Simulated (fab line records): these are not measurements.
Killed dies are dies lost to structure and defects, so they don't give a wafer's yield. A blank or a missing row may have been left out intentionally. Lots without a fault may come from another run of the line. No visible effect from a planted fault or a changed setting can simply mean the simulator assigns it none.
Comparing a struck lot with a sound one -- flow n5-finfet -- 38 out of 1938 route steps
Sound: these wafers, L885.1, L885.3, L885.4. Struck: wafer L875.1. (L875.6 of the same lot was not struck and is left out.) The cause comes at the end.
At each step with rows: each side's tool, then ch and its chambers, then its first start. Under that, the readings that differ: sound wafers -- struck wafers -- difference of the means -- sigmas: that difference in standard deviations of wafers without a fault.
alike: readings whose means differ by less than 2 such deviations, and words and numbers that are the same on both sides. not compared: withheld readings, readings that some wafer has no value for, bounds like >300 that may hide the same value, and numbers for which the record gives no deviation and whose values overlap.
Wherever a step has rows on one side only, a row that says differs or no value, or a row with sigmas, the two part there. Non-overlapping numbers with no deviation appear without sigmas and do not part them. Lack of a reading on every wafer of one side parts them only where that side has two or more wafers.

first, 12 steps without rows for these wafers: N5_SD_EPI_P_STRIP_38 (strips in N2/H2); N5_SD_EPI_P_ETCHBACK_46 (etches SiNx in CH3F/O2, stops on SiO2, target depth 17.5 nm); N5_SD_EPI_P_ETCH_47 (etches SiOCN in CH3F/O2, target depth 25 nm); N5_SD_EPI_P_ETCH_16 (etches SiO2 in CHF3/O2, target depth 5 nm); N5_SD_EPI_P_STRIP_50 (strips in CHF3/O2); N5_SD_EPI_P_SD_RECESS_17 (chemistry HBr/Cl2/O2, target depth 39.1 nm, bt time 3 s); N5_SD_EPI_P_WET_ETCH_45 (etches SiO2 in dHF, time 10.7 s, target depth 2 nm, rinse time 30 s); N5_SD_EPI_P_STRIP_40 (strips in N2/H2); N5_SD_EPI_P_PRECLEAN_52 (cleans in O3/DIW, time 60 s); N5_SD_EPI_P_SRD_20 (time 30 s); N5_SD_EPI_P_PRECLEAN_51 (cleans in NF3:NH3, afs cycles 1, time 20 s, sublimation time 60 s); N5_SD_EPI_P_VAPOR_ETCH_44 (etches SiGe30 in NF3/Ar, time 3.3 s).
N5_SD_EPI_P_EPI_21: deposits SiGe:B, time 355 s.
  sound on epi-rpcvd-01 ch 0, day 8 21:33; struck on epi-rpcvd-01 ch 0, day 6 15:19
reading,sound,struck,difference,sigmas
epi-growth-time-s (s),355 355 355,170.01,-184.99,
model.SiGe-B_of_SD_EPI_P_EPI_21.thk-nm (nm),61 61.6 62.2,32.2,-29.4,
  alike: susceptor_temp_C_max
N5_SD_EPI_P_EPI_MEAS_23:
  sound on film-metro-02 at day 9 00:28; struck on film-metro-01 at day 6 17:30
reading,sound,struck,difference,sigmas
thk-nm (nm),61.8 59.7 61.4,31.3,-29.7,-27
then, 8 steps without rows for these wafers: N5_SD_EPI_P_HM_STRIP_48 (strips SiNx in H3PO4, material SiNx, target depth 3 nm); N5_SD_EPI_P_SRD_49 (time 30 s); N5_SD_EPI_P_PRECLEAN_24 (cleans in O3/DIW, time 45 s); N5_SD_EPI_P_PRECLEAN_32 (cleans in dHF, time 10 s); N5_SD_EPI_P_PRECLEAN_33 (cleans in SC2, time 45 s); N5_SD_EPI_P_SRD_25 (time 30 s); N5_SD_ACTIVATION_RTA_00 (time 0 s); N5_SD_ACTIVATION_LSA_01 (time 0.0008 s).
N5_SD_ACTIVATION_RS_MEAS_03: measurement is done with a four-point probe.
  sound on film-metro-02 at day 9 01:04; struck on film-metro-02 at day 6 18:07
reading,sound,struck,difference,sigmas
RS_SD_P (ohm/sq),55.3 54.5 54.2,105.5,+50.8,+71
  alike: RS_SD_N
then, 12 steps without rows for these wafers: N5_ILD0_LINER_00 (material SiNx, target thk 4 nm, pulse time 1 s, purge time 2 s); N5_ILD0_FCVD_FILL_01 (material SiO2 flowable, target thk 200 nm, time 328.3 s); N5_ILD0_CURE_02 (time 1800 s); N5_ILD0_CMP_03 (polishes, stops on SiNx, t overpolish 1.9 s, target thk 197.38 nm); N5_ILD0_CMP_07 (polishes SiO2 flowable, stops on poly-Si, t overpolish 1.18 s, target thk 138.88 nm); N5_ILD0_PRECLEAN_10 (cleans in NF3:NH3, afs cycles 5, time 20 s, sublimation time 60 s); N5_ILD0_ALD_15 (deposits SiNx, target thk 24 nm, pulse time 1 s, ald cycles 480); N5_ILD0_CMP_12 (polishes SiNx, stops on poly-Si, t overpolish 6 s, target thk 17.67 nm); N5_SDB_HM_DEP_00 (deposits SiNx from SiH4/NH3/N2, target thk 40 nm, time 35.3 s); N5_SDB_COAT_03 (time 60 s, resist thk 100 nm); N5_SDB_COAT_04 (time 60 s, resist thk 18 nm); N5_SDB_COAT_05 (resist thk 90 nm).
N5_MOL_CONTACT_COAG_ETCH_110: etches Si in CF4/O2, target depth 2.5 nm, time 8 s.
  sound on rie-diel-01 ch 0,1,2, day 10 07:35; struck on rie-diel-05 ch 3, day 7 23:47
reading,sound,struck,difference,sigmas
model.SiGe-B_of_SD_EPI_P_EPI_21.thk-nm (nm),58 58.6 59.2,30.8,-27.8,
  alike: drypump-motor-current-A, mfc-ar-sccm, oes-product-au, rf-vpp-V, showerhead-plenum-p-Torr, throttle-valve-pct
  not compared: rf-hours-counter-h
-- a jump in the record: the struck wafers' starts before and after are 4 days apart (it breaks off in module MOL_CONTACT_COAG and resumes in module BEOL_M4, where the first step shown is number 1111 of the route) --
N5_BEOL_M4_RC_MEAS_101:
  sound on prober-01 ch 0, day 13 14:38; struck on prober-01 ch 0, day 11 16:47
reading,sound,struck,difference,sigmas
DIBL_P (mV/V),33.7 34.3 34.6,39.0,+4.8,+3
IOFF_P (nA/um),0.164 0.173 0.178,0.114,-0.058,-2
IOFF_P_85C (nA/um),3.1 3.1 3.3,2.1,-1.1,-3
IOFF_P_LIN (nA/um),0.085 0.088 0.090,0.053,-0.035,-3
ION_P (uA/um),454 454 457,404,-51,-8
REXT_P (ohm.um),99.1 97.3 98.2,124.1,+25.9,+15
RS_SD_P (ohm/sq),65.5 65.1 64.8,123.9,+58.8,+69
VT_P (mV),-252 -251 -251,-271,-20,-6
VT_P_LVT (mV),-102.1 -102.2 -101.0,-118.6,-16.8,-6
  alike: DIBL_N, IOFF_N, ION_N, SS_N, SS_P, VT_N
-- a jump in the record: the struck wafers' starts before and after are 4 days apart (it breaks off in module BEOL_M4 and resumes in module PASSIVATION, where the first step shown is number 1936 of the route) --
N5_PASSIVATION_PROBE_49:
  sound on prober-01 at day 17 22:04; struck on prober-01 at day 16 01:38
reading,sound,struck,difference,sigmas
sort_bin_8_speed (%),0 0 0,90.76,+90.76,+99 or more
sort-n-pass,1084 1071 1075,0,-1077,-60
sort-yield-pct (%),91.9 90.8 91.1,0,-91,-61
  alike: defect-limited-yield, killed_at_M0_to_M3, killed_at_M4_up, killed-at-contacts, killed-at-front-end, killed-at-other, killed-dies, killed-open, killed-short, sort_bin_5_function, sort_bin_6_memory

WHERE THEY PART
At N5_SD_EPI_P_EPI_MEAS_23 first; at N5_PASSIVATION_PROBE_49 last (within this record only).

WHY: whatever the simulator had introduced
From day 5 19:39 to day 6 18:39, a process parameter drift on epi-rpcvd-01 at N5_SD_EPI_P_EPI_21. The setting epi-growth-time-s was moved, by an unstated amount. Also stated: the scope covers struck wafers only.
